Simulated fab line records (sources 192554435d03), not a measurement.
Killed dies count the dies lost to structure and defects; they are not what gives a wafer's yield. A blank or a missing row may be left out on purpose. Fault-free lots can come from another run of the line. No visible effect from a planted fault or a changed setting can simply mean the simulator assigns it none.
Chamber matching / flow n5Finfet / aldSin-03 running N5_ILD0_LINER_00: 4 sister chambers
The step material SiNx, target thk 4 nm, pulse time 1 s, purge time 2 s. 8 wafers are shown with their chamber, then 8 later ones without.

## WAFERS WITH THEIR CHAMBER
wafer=L079.1; chamber=3; heaterPowerW (W)=837; susceptorTempC (C)=400.14
wafer=L079.4; chamber=0; heaterPowerW (W)=1032; susceptorTempC (C)=399.88
wafer=L081.3; chamber=2; heaterPowerW (W)=684; susceptorTempC (C)=400.48
wafer=L081.6; chamber=0; heaterPowerW (W)=1025; susceptorTempC (C)=399.97
wafer=L082.2; chamber=2; heaterPowerW (W)=680; susceptorTempC (C)=400.29
wafer=L091.3; chamber=3; heaterPowerW (W)=845; susceptorTempC (C)=400.01
wafer=L091.6; chamber=1; heaterPowerW (W)=589; susceptorTempC (C)=400.29
wafer=L093.1; chamber=1; heaterPowerW (W)=605; susceptorTempC (C)=399.69

## WAFERS WHOSE CHAMBER IS MISSING
wafer=L093.2; heaterPowerW (W)=686; susceptorTempC (C)=399.95
wafer=L093.5; heaterPowerW (W)=1014; susceptorTempC (C)=399.96
wafer=L096.2; heaterPowerW (W)=597; susceptorTempC (C)=399.71
wafer=L096.5; heaterPowerW (W)=687; susceptorTempC (C)=400.18
wafer=L096.6; heaterPowerW (W)=583; susceptorTempC (C)=399.87
wafer=L097.1; heaterPowerW (W)=1044; susceptorTempC (C)=399.91
wafer=L097.4; heaterPowerW (W)=698; susceptorTempC (C)=399.83
wafer=L097.6; heaterPowerW (W)=1037; susceptorTempC (C)=400.09

## EACH ONE'S CHAMBER
wafer=L093.2; from the rows above=2; in truth=2
wafer=L093.5; from the rows above=0; in truth=0
wafer=L096.2; from the rows above=1; in truth=1
wafer=L096.5; from the rows above=2; in truth=2
wafer=L096.6; from the rows above=1; in truth=1
wafer=L097.1; from the rows above=0; in truth=0
wafer=L097.4; from the rows above=2; in truth=2
wafer=L097.6; from the rows above=0; in truth=0
8 of 8 placed correctly. Can't be placed from these rows: 0. Number placed wrongly: 0.
How it was worked out, from the rows above alone: a wafer's distance from a chamber is the root of the sum, over the readings, of the square of ((its reading less the chamber's mean) divided by the reading's scatter). If the next closest chamber is less than 2 further off than the closest, the wafer can't be placed; otherwise it belongs to the closest. For every chamber, the mean is computed from those of its wafers that are shown. The scatter: the root of (the sum of the squares of (reading less its chamber's mean) over the shown wafers, divided by (wafers less chambers)).
